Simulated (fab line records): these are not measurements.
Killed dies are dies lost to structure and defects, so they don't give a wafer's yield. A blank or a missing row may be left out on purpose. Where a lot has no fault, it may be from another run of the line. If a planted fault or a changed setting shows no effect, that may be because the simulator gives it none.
fab line records | flow nand-harc
[record] lots = 4 wafers = 12 last-day = 32
route steps=1302 shown A_CHANNEL_HOLE_D2@585 END@1302
lots with no fault: from the same line, run without faults
start-h: hours from the record's first day to the start of the lot's first wafer shown | wait-h: time in hours since the lot's previous step | " the same as in the row above | L1.1+2: a single row standing in for several wafers | - no value, or no start was given | * or withheld: withheld | < > ~ a bound
route shown NAME@n: a module of which the file shows steps, and the number in the route of the first | usual: mean/standard deviation taken from wafers without a fault | same: alike in all rows | chamber/n: place in a boat | sites: per-site readings | _std_site: standard deviation of those values | _edge_site: outer sites' mean less inner sites' | radius-mm: for every site, how far away it sits from the centre of the wafer | mask NAME#n: copy n | behind: the last tool/chamber to shape the wafer | hold: why the lot was held/for how many hours/how that ended | device: the transistor (n, p or np) that didn't switch | end of line: the tests these same wafers got at the end of their route | a step given without rows: its recipe and nothing more | killed: count of dies lost to structure and defects at first sort (not the wafer's yield) | map: dies across one wafer; x = killed, . = not, _ = none there
set.NAME: the setting that was run; set.NAME@STEP: the one run at that earlier step | model.NAME: the simulator's own value behind a step, which no gauge read
lots seen at some steps along the route; tables by step, rows by wafer
services: a tool's chamber out of use, with start hour (start-h, from the record's first day; less than 0 if before it), hours out, and reason
[[steps]]
[step NHARC_A_CHANNEL_HOLE_D2_DESCUM_15]
[recipe] time-s = 3 o2-flow-sccm = 200 ar-flow-sccm = 0 bias-power-w = 0 chemistry = O2
[step NHARC_A_CHANNEL_HOLE_D2_ETCH_38]
[recipe] target-depth-a = 390 over-etch-frac = 0.3 time-s = 65 ion-energy-ev = 80 cf4-flow-sccm = 150 ar-flow-sccm = 0 rf-w = 300 bias-w = 100 chemistry = CF4
[step NHARC_A_CHANNEL_HOLE_D2_ETCH_39]
[recipe] target-depth-a = 2600 over-etch-frac = 0.3 time-s = 325 ion-energy-ev = 200 n2-flow-sccm = 150 h2-flow-sccm = 150 ar-flow-sccm = 0 rf-w = 400 bias-w = 150 chemistry = N2/H2
[step NHARC_A_CHANNEL_HOLE_D2_ETCH_34]
[recipe] target-depth-a = 1540 time-s = 77 cf4-flow-sccm = 100 chf3-flow-sccm = 30 ar-flow-sccm = 0 rf-w = 500 bias-w = 200 chemistry = CF4/CHF3
[step NHARC_A_CHANNEL_HOLE_D2_ETCH_16]
[recipe] target-depth-a = 31000 over-etch-frac = 0.3 time-s = 806 ion-energy-ev = 150 o2-flow-sccm = 400 cos-flow-sccm = 20 ar-flow-sccm = 0 rf-w = 500 bias-w = 300 chemistry = O2/COS
[step NHARC_A_CHANNEL_HOLE_D2_ETCH_19]
[recipe] bias-v = 1200 source-w = 2500 pressure-mtorr = 15 time-s = 34.5 ar-flow-sccm = 375 c4f8-flow-sccm = 28.8 o2-flow-sccm = 96.2 temp-c = -20 target-depth-a = * chemistry = C4F8/O2/Ar
[step NHARC_A_CHANNEL_HOLE_D2_ETCH_20]
[recipe] bias-v = 3000 source-w = withheld pressure-mtorr = 20 time-s = 361.9 ar-flow-sccm = 375 c4f8-flow-sccm = 89.3 o2-flow-sccm = 35.7 temp-c = -20 target-depth-a = 16000 chemistry = C4F8/O2/Ar
[step NHARC_A_CHANNEL_HOLE_D2_ETCH_21]
[recipe] bias-v = 3000 source-w = withheld pressure-mtorr = 20 time-s = 514.3 ar-flow-sccm = 375 c4f8-flow-sccm = 89.3 o2-flow-sccm = 35.7 temp-c = -20 target-depth-a = 16000 chemistry = C4F8/O2/Ar
[step NHARC_A_CHANNEL_HOLE_D2_ETCH_22]
[recipe] bias-v = 3000 source-w = withheld pressure-mtorr = 20 time-s = 666.7 ar-flow-sccm = 375 c4f8-flow-sccm = 89.3 o2-flow-sccm = 35.7 temp-c = -20 target-depth-a = 16000 chemistry = C4F8/O2/Ar
[usual] c4f8-flow-sccm = 89.3/0.3 drypump-motor-current-A = 5.74/0.15 o2-flow-sccm = 35.71/0.11 showerhead-plenum-p-Torr = 3.65/0.15 throttle-valve-pct = 32.154/0.0091
[same] time-s = 666.7
// columns lot.wafer tool chamber start-h wait-h c4f8-flow-sccm drypump-motor-current-A o2-flow-sccm rf-hours-counter-h showerhead-plenum-p-Torr throttle-valve-pct
L205.1 har-etch-01 1 343.87 0.4 89.3 5.60 35.57 180 3.62 32.145
L205.3 " 1 " " 89.6 5.59 35.65 - 3.62 32.156
L205.6 " 0 " " 89.5 5.58 35.71 - 3.51 32.155
L208.3 har-etch-01 1 383.01 0.4 89.1 5.59 35.41 - 3.61 32.142
L208.5 " 0 " " 89.1 5.59 35.62 - 3.50 32.139
L208.6 " 1 " " 89.1 5.58 35.49 - 3.61 32.150
L210.1 har-etch-01 1 403.03 0.4 89.2 5.58 35.88 219 3.60 32.156
L210.4 " 1 " " 89.7 5.59 35.65 - 3.60 32.151
L210.5 " 0 " " 88.9 5.57 35.68 - 3.49 32.153
L219.3 har-etch-02 0 491.99 0.4 89.6 5.79 35.77 - 3.90 32.152
L219.5 " 1 " " 89.0 5.96 35.82 - 3.67 32.165
L219.6 " 0 " " 89.6 5.80 35.72 - 3.90 32.146
[step NHARC_A_CHANNEL_HOLE_D2_ETCH_23]
[recipe] bias-v = 5000 source-w = withheld pressure-mtorr = 20 time-s = 819 ar-flow-sccm = 375 c4f8-flow-sccm = 89.3 o2-flow-sccm = 35.7 temp-c = -20 target-depth-a = 16000 chemistry = C4F8/O2/Ar
[step NHARC_A_CHANNEL_HOLE_D2_ETCH_24]
[recipe] bias-v = 5000 source-w = withheld pressure-mtorr = 20 time-s = 906.2 ar-flow-sccm = 375 c4f8-flow-sccm = 93.8 o2-flow-sccm = 31.2 temp-c = -20 target-depth-a = 15000 chemistry = C4F8/O2/Ar
[step NHARC_A_CHANNEL_HOLE_D2_ETCH_25]
[recipe] bias-v = 5000 source-w = withheld pressure-mtorr = 20 time-s = 1040.2 ar-flow-sccm = 375 c4f8-flow-sccm = 93.8 o2-flow-sccm = 31.2 temp-c = -20 target-depth-a = 15000 chemistry = C4F8/O2/Ar
[step NHARC_A_CHANNEL_HOLE_D2_ETCH_26]
[recipe] bias-v = 300 source-w = 2000 pressure-mtorr = 30 time-s = 224.1 ar-flow-sccm = 375 c4f8-flow-sccm = 11.4 o2-flow-sccm = 113.6 temp-c = -20 target-depth-a = 3000 chemistry = C4F8/O2/Ar
[step NHARC_A_CHANNEL_HOLE_D2_ETCH_27]
[recipe] bias-v = 400 source-w = 2000 pressure-mtorr = 25 time-s = 90 ar-flow-sccm = 375 c4f8-flow-sccm = 41.7 o2-flow-sccm = 83.3 temp-c = -20 target-depth-a = 4000 chemistry = C4F8/O2/Ar
[step NHARC_A_CHANNEL_HOLE_D2_STRIP_41]
[recipe] n2-flow-sccm = 150 h2-flow-sccm = 150 ar-flow-sccm = 0 bias-w = 0 chemistry = N2/H2
[step NHARC_A_CHANNEL_HOLE_D2_STRIP_42]
[recipe] cf4-flow-sccm = 100 chf3-flow-sccm = 30 ar-flow-sccm = 0 bias-w = 0 chemistry = CF4/CHF3
[step NHARC_A_CHANNEL_HOLE_D2_STRIP_43]
[recipe] o2-flow-sccm = 400 cos-flow-sccm = 20 ar-flow-sccm = 0 bias-w = 0 chemistry = O2/COS
[step NHARC_A_CHANNEL_HOLE_D2_ETCH_44]
[recipe] target-depth-a = 1400 overetch-a = 140 time-s = 77 ion-energy-ev = 100 cf4-flow-sccm = 80 o2-flow-sccm = 20 ar-flow-sccm = 0 rf-w = 300 bias-w = 100 chemistry = CF4/O2
[step NHARC_A_CHANNEL_HOLE_D2_STRIP_28]
[recipe] o2-flow-sccm = 500 ar-flow-sccm = 0 bias-w = 0 chemistry = O2
[step NHARC_A_CHANNEL_HOLE_D2_PRECLEAN_29]
[recipe] time-s = * temp-c = 50 bath-age-min = 0 chemistry = SC1
[step NHARC_A_CHANNEL_HOLE_D2_SRD_30]
[step NHARC_A_CHANNEL_HOLE_D2_XSEM_32]
[recipe] landing-energy-ev = 35000
[step NHARC_A_CHANNEL_HOLE_D2_INSPECT_40]
[usual] raw-defect-count = 281/100
// columns lot.wafer tool chamber start-h wait-h hold raw-defect-count
L205.1 defect-inspect-01 - 348.71 - - 248
L205.3 " - " " - 297
L205.6 " - " " - 249
L208.3 defect-inspect-02 - 387.56 - await-dispo/0.2h/release 1664
L208.5 " - " " await-dispo/0.2h/release 1687
L208.6 " - " " await-dispo/0.2h/release 1640
L208.3 defect-inspect-02 - 387.73 0.2 - 1661
L208.5 " - " " - 1694
L208.6 " - " " - 1622
L210.1 defect-inspect-01 - 407.76 - await-dispo/0.2h/release 1673
L210.4 " - " " await-dispo/0.2h/release 1555
L210.5 " - " " await-dispo/0.2h/release 1616
L210.1 defect-inspect-01 - 407.94 0.2 - 1670
L210.4 " - " " - 1567
L210.5 " - " " - 1597
L219.3 defect-inspect-02 - 496.56 - - 199
L219.5 " - " " - 318
L219.6 " - " " - 148
[step NHARC_END_SORT_01]
[recipe] temp-c = 25
[usual] killed-at-array = 57/18 killed-at-other = 0.8/1 killed-at-periphery = 3.9/2.8 killed-dies = 62/18 killed-open = 3.4/1.8 killed-short = 2.2/1.6
[same] gross-dies = 677
// columns lot.wafer tool chamber start-h wait-h killed-at-array killed-at-other killed-at-periphery killed-dies killed-open killed-short
L208.3 prober-02 0 655.42 3.1 146 0 6 152 3 1
L208.5 prober-02 0 656.99 3.6 127 0 4 131 5 4
L208.6 prober-02 0 657.78 3.9 143 0 5 148 6 0
L210.1 prober-01 0 718.67 2.5 146 1 0 147 2 1
L210.4 prober-01 0 721.07 3.4 139 1 2 142 3 2
L210.5 prober-01 0 721.87 3.7 95 1 0 96 3 2
// killed by level:class
L208.3 A_CHANNEL_HOLE_D2:unspecified=87 A_CHANNEL_HOLE_D1:chamber-film-flake=43 A_CHANNEL_HOLE_D2:chamber-film-flake=8 P_M2:chamber-film-flake=4 P_CONTACT:chamber-film-flake=2 A_DECK1_JOINT:geometric-particle:short=1 A_ONON_D2:geometric-particle:open=1 A_CHANNEL_HOLE_D2:geometric-particle:open=1
L208.5 A_CHANNEL_HOLE_D2:unspecified=59 A_CHANNEL_HOLE_D1:chamber-film-flake=44 A_CHANNEL_HOLE_D2:chamber-film-flake=11 A_CONTACT:chamber-film-flake=4 A_WL_FILL:geometric-particle:short=2 P_STI:chamber-film-flake=2 P_CONTACT:geometric-particle:open=1 A_CHANNEL_HOLE_D1:geometric-particle:short=1
L208.6 A_CHANNEL_HOLE_D2:unspecified=95 A_CHANNEL_HOLE_D1:chamber-film-flake=35 A_ONON_D2:geometric-particle:open=2 P_STI:chamber-film-flake=2 A_M0:geometric-particle:open=2 A_SLIT:chamber-film-flake=2 A_CHANNEL_HOLE_D2:chamber-film-flake=2 A_CONTACT:chamber-film-flake=2
L210.1 A_CHANNEL_HOLE_D2:unspecified=93 A_CHANNEL_HOLE_D1:chamber-film-flake=37 A_CONTACT:chamber-film-flake=5 A_CHANNEL_HOLE_D2:chamber-film-flake=2 A_STAIRCASE:chamber-film-flake=2 A_SLIT:chamber-film-flake=2 A_CHANNEL_FILL_D2:geometric-particle:open=1 A_CHANNEL_FILL_D2:geometric-particle:short=1
L210.4 A_CHANNEL_HOLE_D2:unspecified=92 A_CHANNEL_HOLE_D1:chamber-film-flake=33 A_WL_FILL:chamber-film-flake=3 A_STAIRCASE:chamber-film-flake=2 A_CONTACT:chamber-film-flake=2 P_CONTACT:geometric-particle:open=1 A_ONON_D1:geometric-particle:open=1 A_STAIRCASE:geometric-particle:short=1
L210.5 A_CHANNEL_HOLE_D2:unspecified=60 A_CHANNEL_HOLE_D1:chamber-film-flake=24 A_STAIRCASE:chamber-film-flake=3 A_WL_FILL:chamber-film-flake=2 A_CONTACT:chamber-film-flake=2 A_DECK1_JOINT:geometric-particle:short=1 A_ONON_D2:geometric-particle:open=1 A_WL_FILL:geometric-particle:short=1
// map L208.3 (x killed, . not)
____________.____________
_________......._________
_______..........._______
______.............______
_____.x............._____
____.....xx..........____
____.....xxx.........____
___.....xxxxx.........___
___.....xxxxx.......xx___
__......xxxxx........x.__
__....x.xxxxx...x.x.xxx__
_........xx..x.....xxxxx_
_......xxxx.x....xxxxxxx_
_.....xxx.xx....x.xxxxxx_
_.............x..xxxxxxx_
_......x..x......xxxxxxx_
..........x....xxxxxxxxxx
................x.xxxxxxx
.................xxxxxxxx
.................xxxxxxxx
.................xxxxxxxx
_.................xxxxxx_
_...........x......xxxxx_
_...................xx.._
_x..........x..........._
_....................x.._
__........x............__
__...........x.........__
___...................___
___...x...............___
____.............x...____
____.............x...____
_____.............x._____
______......x......______
_______......x...._______
_________......._________
____________.____________
// map L210.1 (x killed, . not)
____________.____________
_________......._________
_______..........._______
______.............______
_____.....x........._____
____....x.x..........____
____...x....x.x......____
___....x.x............___
___....xxxxxx.........___
__....xxxxxx......x....__
__..x..xxxxxxx......x.x__
_...x...xxx.x.....xxx.xx_
_.......xx.......xxxxxxx_
_......xxx.x.....xxxxxxx_
_.......x........xxxxxxx_
_......x.........xxxxxxx_
.................xxxxxxxx
................xxxxxxxxx
................xxxxxxxxx
........x.......xxxxxxxxx
.................xxxxxxxx
_................xxxxxxx_
_................xxxxxxx_
_....................x.._
_...........x.....xxxx.._
_......................._
__....................x__
__.............x.......__
___...................___
___........x......x...___
____.................____
____.................____
_____....x.x........_____
______.............______
_______..........._______
_________......._________
____________.____________
[[services]]
// columns tool chamber start-h hours kind
har-etch-02 - 377.00 17.0 pm
har-etch-02 0 377.00 17.0 vent-cycle
har-etch-02 1 377.00 17.0 vent-cycle
har-etch-02 0 394.00 - clean
har-etch-02 0 394.00 - consumable-replace:focus-ring
har-etch-02 0 394.00 - consumable-replace:showerhead
har-etch-02 1 394.00 - clean
har-etch-02 1 394.00 - consumable-replace:esc
har-etch-02 1 394.00 - consumable-replace:focus-ring
har-etch-02 - 441.44 0.3 repair
[[key]]
[first-sign] step = NHARC_A_CHANNEL_HOLE_D2_INSPECT_40 reading = visit direction = added
[effect] step = NHARC_A_CHANNEL_HOLE_D2_INSPECT_40 reading = raw-defect-count direction = up sigmas = 13 usual = 281 struck = 1639
[effect] step = NHARC_END_SORT_01 reading = killed-at-array direction = up sigmas = 4.2 usual = 57 struck = 133
[more-kills-born-at] NHARC_A_CHANNEL_HOLE_D2_ETCH_22@har-etch-01 = 419
met-at NHARC_A_CHANNEL_HOLE_D2_ETCH_22
struck-wafers L208.3,L208.5,L208.6,L210.1,L210.4,L210.5
tester-left-out L208,L210
onset-between 343.87 383.01
[fault] kind = chamber-particle-source tool = har-etch-01 chamber = - onset-h = 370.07 steps = NHARC_A_CHANNEL_HOLE_D2_ETCH_22 rate-per-visit-cm2 = 2.06 end-h = 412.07
// tester-left-out: of these lots the tester's yield and bins aren't shown, on N5 and GAA mostly nor the transistor test; their killed dies are dies lost to structure and defects alone, not to doping, threshold or leakage, so they don't give the yield
